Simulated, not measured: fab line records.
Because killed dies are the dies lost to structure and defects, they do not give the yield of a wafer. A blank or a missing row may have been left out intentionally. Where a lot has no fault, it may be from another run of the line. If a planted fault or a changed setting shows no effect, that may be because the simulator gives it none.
A struck lot beside a sound one + flow nand harc + 16 out of 1302 route steps
Sound: the wafers L579.1, L579.3, L579.6. Struck: wafers L591.2, L591.5, L591.6. The cause is named last.
For every step that has rows: the tool of each side, followed by ch and its chambers, followed by its first start. Under that, the readings that differ: sound wafers + struck wafers + difference of the means + sigmas: that difference in standard deviations of wafers without a fault.
alike: readings whose means differ by less than 2 such deviations, and words and numbers that are the same on both sides. not compared: withheld readings, readings that some wafer has no value for, bounds like >300 that may hide the same value, and numbers for which the record gives no deviation and whose values overlap.
Wherever a step has rows on one side only, a row that says differs or no value, or a row with sigmas, the two part there. Numbers that don't overlap but have no deviation are shown without sigmas and don't part them. A reading that every wafer of one side lacks parts them only if that side has two wafers or more.

NHARC_A_ONON_D2_THK_MEAS_08: measures by ellipsometry.
  struck on film metro-01, day 19 08:20; sound on film metro-02, day 14 16:48
  alike: thk nm
then, no rows for these wafers at 1 step: NHARC_A_ONON_D2_DEP_09 (target thk 1000 nm).
NHARC_A_ONON_D2_THK_MEAS_11: measures by ellipsometry.
  struck on film metro-01, day 19 08:54; sound on film metro-02, day 14 17:22
  alike: thk nm
then, no rows for these wafers at 1 step: NHARC_A_ONON_D2_DEP_12 (target thk 1000 nm).
NHARC_A_ONON_D2_THK_MEAS_14: measures by ellipsometry.
  struck on film metro-02, day 19 09:28; sound on film metro-01, day 14 17:56
  alike: thk nm
then, 2 steps without rows for these wafers: NHARC_A_ONON_D2_ANNEAL_15 (time 3600 s); NHARC_A_ONON_D2_DEP_16 (target thk 1000 nm).
NHARC_A_ONON_D2_THK_MEAS_18: measures by ellipsometry.
  struck on film metro-01, day 19 17:16; sound on film metro-01, day 15 01:17
| reading     | sound       | struck         | difference | sigmas |
|-------------|-------------|----------------|------------|--------|
| thk nm (nm) | 992 989 992 | 1016 1016 1015 | +25        | +3     |
then, no rows for these wafers at 1 step: NHARC_A_ONON_D2_DEP_19 (target thk 1000 nm).
NHARC_A_ONON_D2_THK_MEAS_21: measures by ellipsometry.
  struck on film metro-02, day 19 17:49; sound on film metro-01, day 15 01:50
| reading     | sound          | struck      | difference | sigmas |
|-------------|----------------|-------------|------------|--------|
| thk nm (nm) | 1017 1015 1016 | 987 988 987 | -29        | -3     |
then, no rows for these wafers at 1 step: NHARC_A_ONON_D2_DEP_22 (target thk 1000 nm).
NHARC_A_ONON_D2_THK_MEAS_24: measures by ellipsometry.
  struck on film metro-02, day 19 18:32; sound on film metro-02, day 15 02:25
  alike: thk nm
NHARC_A_ONON_D2_DEP_25: target thk 1000 nm.
  sound on pecvd onon-02 ch 0, day 15 02:28; struck on pecvd onon-02 ch 0, day 19 18:39
NHARC_A_ONON_D2_THK_MEAS_27: measures by ellipsometry.
  struck on film metro-01, day 19 19:05; sound on film metro-02, day 15 02:59
| reading     | sound       | struck         | difference | sigmas |
|-------------|-------------|----------------|------------|--------|
| thk nm (nm) | 990 989 991 | 1184 1182 1183 | +193       | +15    |
then, no rows for these wafers at 1 step: NHARC_A_ONON_D2_DEP_28 (target thk 1000 nm).
-- jump in the record: it breaks off in module A_ONON_D2 and resumes in module END (first step shown: number 1302 of the route), and 11 days separate the struck wafers' starts before and after --
NHARC_END_SORT_01:
  at this point the record logs the struck wafers (prober-01 ch 0, day 31 00:51) and has no rows for the sound ones

## WHERE THEY PART
At NHARC_A_ONON_D2_THK_MEAS_18 first; at NHARC_END_SORT_01 last (within this record only).

WHY: whatever the simulator had introduced
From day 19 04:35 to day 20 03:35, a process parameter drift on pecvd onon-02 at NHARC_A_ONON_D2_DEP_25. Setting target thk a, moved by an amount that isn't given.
